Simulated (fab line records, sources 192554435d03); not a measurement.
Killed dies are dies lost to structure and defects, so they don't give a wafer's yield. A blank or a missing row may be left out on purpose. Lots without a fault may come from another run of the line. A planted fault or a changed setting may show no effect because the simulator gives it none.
Which tool did it? | flow n5_finfet | 12 lots, 36 wafers sampled, at 2 steps of a route of 1938

WHAT THE GAUGES READ, wafer by wafer
N5_BEOL_M3_OCD_MEAS_38.
lot  | measured     | on     | trench_depth_nm (nm)
L075 | day 7 14:24  | ocd-02 | 54.4 54.5 56.0
L078 | day 7 19:12  | ocd-02 | 56.1 54.3 54.4
L079 | day 8 07:59  | ocd-02 | 55.4 56.7 56.5
L081 | day 9 18:53  | ocd-01 | 56.9 56.1 55.9
L083 | day 10 07:37 | ocd-02 | 56.9 54.3 56.1
L087 | day 10 15:58 | ocd-02 | 55.0 56.8 54.8
L085 | day 11 05:33 | ocd-02 | 57.6 55.6 55.3
L089 | day 11 21:28 | ocd-02 | 57.1 56.0 56.0
L091 | day 12 02:26 | ocd-02 | 56.4 54.5 55.3
L093 | day 12 05:47 | ocd-02 | 55.6 53.9 54.6
L095 | day 12 18:29 | ocd-01 | 54.7 55.8 55.5
L097 | day 13 14:10 | ocd-01 | 56.1 56.4 55.4

WHICH TOOL RAN EACH LOT (tool, then ch and the chambers of the sampled wafers, then the start)
lot  | N5_BEOL_M3_TRENCH_ETCH_37
L075 | rie_diel-04 ch 0,2,3, day 7 14:24 or earlier
L078 | rie_diel-04 ch 2,3, day 7 19:12 or earlier
L079 | rie_diel-03 ch 0,2,3, day 8 07:59 or earlier
L081 | rie_diel-04 ch 1,2, day 9 18:53 or earlier
L083 | rie_diel-04 ch 1,2,3, day 10 07:37 or earlier
L087 | rie_diel-03 ch 1,3, day 10 15:58 or earlier
L085 | rie_diel-03 ch 1,2, day 11 05:33 or earlier
L089 | rie_diel-03 ch 0,1,2, day 11 21:28 or earlier
L091 | rie_diel-03 ch 0,1,2, day 12 02:26 or earlier
L093 | rie_diel-04 ch 0,1,3, day 12 05:47 or earlier
L095 | rie_diel-03 ch 0,1, day 12 18:29 or earlier
L097 | rie_diel-03 ch 0,2, day 13 14:10 or earlier
- N5_BEOL_M3_TRENCH_ETCH_37: etches SiOC in C4F6/O2, target depth 55.555 nm, time 29.2 s.

THE ANSWER, worked out from the rows above alone
Rule: what is usual is taken from the lots themselves. Put in order of their means at a reading, lots are off if they are a third of the lots or fewer, leave a main group of 4 or more, and stand apart from it by a gap of 3 or more times the standard deviation of the main group's means; of several such gaps the widest counts. A main group whose means are all the same, to the digits that the tables above print for the reading, isn't used. A lot without any number at a reading at which 4 lots or more have one is off too. The other lots that the step has rows for count as sound.
No lot is off at any reading shown: from this, nothing can be told.

WHAT THE SIMULATOR HAD PUT IN
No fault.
